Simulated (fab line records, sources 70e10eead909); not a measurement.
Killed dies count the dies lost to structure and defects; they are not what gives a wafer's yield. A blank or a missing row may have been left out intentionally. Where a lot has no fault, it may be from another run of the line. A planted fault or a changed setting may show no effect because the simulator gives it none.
Chamber matching	flow nand_harc	rie_diel-05 running NHARC_P_M0_STRIP_18: 4 sister chambers
The step strips in N2/H2. 8 wafers are shown with their chamber, then 10 later ones without.

## EACH WAFER AND ITS CHAMBER
wafer	chamber	drypump_motor_current_A (A)	showerhead_plenum_p_Torr (Torr)
L080.6	2	5.1	1.92
L088.5	1	6.2	1.88
L088.6	0	6.0	1.89
L090.2	0	6.0	1.88
L090.3	2	5.2	1.91
L090.4	3	5.4	2.00
L091.3	3	5.4	2.00
L091.5	1	6.2	1.88

## WAFERS MISSING THEIR CHAMBER
wafer	drypump_motor_current_A (A)	showerhead_plenum_p_Torr (Torr)
L091.6	6.0	1.88
L093.1	5.4	2.00
L093.3	6.0	1.88
L093.6	5.1	1.91
L094.2	5.4	2.00
L094.4	5.2	1.91
L094.6	6.0	1.88
L095.2	5.1	1.91
L095.3	6.0	1.88
L095.5	6.2	1.87

## CHAMBER TAKEN BY EACH
wafer	from the rows above	in truth
L091.6	0	0
L093.1	3	3
L093.3	0	0
L093.6	2	2
L094.2	3	3
L094.4	2	2
L094.6	0	0
L095.2	2	2
L095.3	0	0
L095.5	1	1
Correctly placed: 10 of 10. Can't be placed from these rows: 0. Wrongly placed: 0.
How it was worked out, from the rows above alone: a wafer's distance from a chamber is the root of the sum, over the readings, of the square of ((its reading less the chamber's mean) divided by the reading's scatter). The wafer belongs to the nearest chamber; if the next one is less than 2 further off, it can't be placed. For every chamber, the mean is computed from those of its wafers that are shown. How the scatter is found: for the shown wafers, subtract from each reading the mean of its chamber, square and add these, divide the total by (wafers less chambers), then take the root.
